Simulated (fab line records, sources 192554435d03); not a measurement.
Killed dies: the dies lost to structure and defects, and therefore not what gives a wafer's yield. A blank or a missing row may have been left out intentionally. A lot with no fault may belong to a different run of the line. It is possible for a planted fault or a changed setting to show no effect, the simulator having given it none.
Matching of chambers || flow n5_finfet || rie_diel-01 running N5_SD_EPI_N_ETCHBACK_44: 4 sister chambers
The step etches SiNx in CH3F/O2, stops on SiO2, target depth 14.5 nm. 22 wafers are shown with their chamber, then 11 later ones without.

== WAFERS WITH THEIR CHAMBER ==
{"wafer": "L075.1", "chamber": 0, "drypump_motor_current_A (A)": 5.1, "showerhead_plenum_p_Torr (Torr)": 1.96, "throttle_valve_pct (%)": 16.29}
{"wafer": "L075.3", "chamber": 3, "drypump_motor_current_A (A)": 5.2, "showerhead_plenum_p_Torr (Torr)": 2.09, "throttle_valve_pct (%)": 16.77}
{"wafer": "L075.5", "chamber": 3, "drypump_motor_current_A (A)": 5.2, "showerhead_plenum_p_Torr (Torr)": 2.09, "throttle_valve_pct (%)": 16.78}
{"wafer": "L076.1", "chamber": 3, "drypump_motor_current_A (A)": 5.2, "showerhead_plenum_p_Torr (Torr)": 2.08, "throttle_valve_pct (%)": 16.77}
{"wafer": "L076.4", "chamber": 2, "drypump_motor_current_A (A)": 6.1, "showerhead_plenum_p_Torr (Torr)": 2.09, "throttle_valve_pct (%)": 16.41}
{"wafer": "L076.5", "chamber": 2, "drypump_motor_current_A (A)": 6.1, "showerhead_plenum_p_Torr (Torr)": 2.09, "throttle_valve_pct (%)": 16.42}
{"wafer": "L080.2", "chamber": 3, "drypump_motor_current_A (A)": 5.2, "showerhead_plenum_p_Torr (Torr)": 2.08, "throttle_valve_pct (%)": 16.81}
{"wafer": "L080.3", "chamber": 2, "drypump_motor_current_A (A)": 6.1, "showerhead_plenum_p_Torr (Torr)": 2.08, "throttle_valve_pct (%)": 16.45}
{"wafer": "L080.6", "chamber": 2, "drypump_motor_current_A (A)": 6.1, "showerhead_plenum_p_Torr (Torr)": 2.08, "throttle_valve_pct (%)": 16.43}
{"wafer": "L081.1", "chamber": 2, "drypump_motor_current_A (A)": 6.1, "showerhead_plenum_p_Torr (Torr)": 2.08, "throttle_valve_pct (%)": 16.44}
{"wafer": "L081.3", "chamber": 3, "drypump_motor_current_A (A)": 5.3, "showerhead_plenum_p_Torr (Torr)": 2.08, "throttle_valve_pct (%)": 16.80}
{"wafer": "L081.5", "chamber": 3, "drypump_motor_current_A (A)": 5.2, "showerhead_plenum_p_Torr (Torr)": 2.08, "throttle_valve_pct (%)": 16.80}
{"wafer": "L082.2", "chamber": 3, "drypump_motor_current_A (A)": 5.2, "showerhead_plenum_p_Torr (Torr)": 2.08, "throttle_valve_pct (%)": 16.80}
{"wafer": "L082.3", "chamber": 1, "drypump_motor_current_A (A)": 5.9, "showerhead_plenum_p_Torr (Torr)": 1.97, "throttle_valve_pct (%)": 16.61}
{"wafer": "L082.5", "chamber": 0, "drypump_motor_current_A (A)": 5.1, "showerhead_plenum_p_Torr (Torr)": 1.95, "throttle_valve_pct (%)": 16.32}
{"wafer": "L083.2", "chamber": 0, "drypump_motor_current_A (A)": 5.1, "showerhead_plenum_p_Torr (Torr)": 1.95, "throttle_valve_pct (%)": 16.31}
{"wafer": "L083.3", "chamber": 3, "drypump_motor_current_A (A)": 5.2, "showerhead_plenum_p_Torr (Torr)": 2.08, "throttle_valve_pct (%)": 16.83}
{"wafer": "L083.6", "chamber": 1, "drypump_motor_current_A (A)": 5.9, "showerhead_plenum_p_Torr (Torr)": 1.97, "throttle_valve_pct (%)": 16.61}
{"wafer": "L087.2", "chamber": 2, "drypump_motor_current_A (A)": 6.1, "showerhead_plenum_p_Torr (Torr)": 2.08, "throttle_valve_pct (%)": 16.45}
{"wafer": "L087.3", "chamber": 0, "drypump_motor_current_A (A)": 5.2, "showerhead_plenum_p_Torr (Torr)": 1.95, "throttle_valve_pct (%)": 16.34}
{"wafer": "L087.5", "chamber": 0, "drypump_motor_current_A (A)": 5.1, "showerhead_plenum_p_Torr (Torr)": 1.95, "throttle_valve_pct (%)": 16.32}
{"wafer": "L091.1", "chamber": 2, "drypump_motor_current_A (A)": 6.1, "showerhead_plenum_p_Torr (Torr)": 2.08, "throttle_valve_pct (%)": 16.47}

SIGNATURES, as means of the wafers listed above
{"reading": "drypump_motor_current_A", "chamber 0": 5.120, "chamber 1": 5.900, "chamber 2": 6.100, "chamber 3": 5.213, "scatter within a chamber": 0.0305}
{"reading": "showerhead_plenum_p_Torr", "chamber 0": 1.9520, "chamber 1": 1.9700, "chamber 2": 2.0829, "chamber 3": 2.0825, "scatter within a chamber": 0.00455}
{"reading": "throttle_valve_pct", "chamber 0": 16.3160, "chamber 1": 16.6100, "chamber 2": 16.4386, "chamber 3": 16.7950, "scatter within a chamber": 0.0194}
Rule: a wafer lies at a distance from a chamber equal to the root of the sum of squares, over the readings, of (its reading less the chamber's mean, divided by the reading's scatter). If the next closest chamber is less than 2 further off than the closest, the wafer can't be placed; otherwise it belongs to the closest. The scatter: take each reading less its chamber's mean, square it, sum over the shown wafers, divide by the number of wafers less the number of chambers, and take the root.

== WAFERS MISSING THEIR CHAMBER ==
{"wafer": "L091.3", "drypump_motor_current_A (A)": 5.1, "showerhead_plenum_p_Torr (Torr)": 1.95, "throttle_valve_pct (%)": 16.35}
{"wafer": "L091.6", "drypump_motor_current_A (A)": 5.2, "showerhead_plenum_p_Torr (Torr)": 1.95, "throttle_valve_pct (%)": 16.35}
{"wafer": "L093.3", "drypump_motor_current_A (A)": 6.0, "showerhead_plenum_p_Torr (Torr)": 2.07, "throttle_valve_pct (%)": 16.47}
{"wafer": "L093.5", "drypump_motor_current_A (A)": 5.2, "showerhead_plenum_p_Torr (Torr)": 2.07, "throttle_valve_pct (%)": 16.83}
{"wafer": "L093.6", "drypump_motor_current_A (A)": 5.2, "showerhead_plenum_p_Torr (Torr)": 1.95, "throttle_valve_pct (%)": 16.37}
{"wafer": "L095.1", "drypump_motor_current_A (A)": 5.2, "showerhead_plenum_p_Torr (Torr)": 1.95, "throttle_valve_pct (%)": 16.37}
{"wafer": "L095.2", "drypump_motor_current_A (A)": 5.2, "showerhead_plenum_p_Torr (Torr)": 2.07, "throttle_valve_pct (%)": 16.84}
{"wafer": "L095.4", "drypump_motor_current_A (A)": 6.1, "showerhead_plenum_p_Torr (Torr)": 2.07, "throttle_valve_pct (%)": 16.49}
{"wafer": "L096.4", "drypump_motor_current_A (A)": 5.3, "showerhead_plenum_p_Torr (Torr)": 2.07, "throttle_valve_pct (%)": 16.85}
{"wafer": "L096.5", "drypump_motor_current_A (A)": 5.2, "showerhead_plenum_p_Torr (Torr)": 1.95, "throttle_valve_pct (%)": 16.36}
{"wafer": "L096.6", "drypump_motor_current_A (A)": 5.3, "showerhead_plenum_p_Torr (Torr)": 2.07, "throttle_valve_pct (%)": 16.86}

== WHICH CHAMBER EACH ONE RAN IN ==
{"wafer": "L091.3", "from the rows above": 0, "in truth": 0}
{"wafer": "L091.6", "from the rows above": 0, "in truth": 0}
{"wafer": "L093.3", "from the rows above": 2, "in truth": 2}
{"wafer": "L093.5", "from the rows above": 3, "in truth": 3}
{"wafer": "L093.6", "from the rows above": 0, "in truth": 0}
{"wafer": "L095.1", "from the rows above": 0, "in truth": 0}
{"wafer": "L095.2", "from the rows above": 3, "in truth": 3}
{"wafer": "L095.4", "from the rows above": 2, "in truth": 2}
{"wafer": "L096.4", "from the rows above": 3, "in truth": 3}
{"wafer": "L096.5", "from the rows above": 0, "in truth": 0}
{"wafer": "L096.6", "from the rows above": 3, "in truth": 3}
Placed correctly: 11 of 11. From these rows, 0 cannot be placed. Wrongly placed: 0.
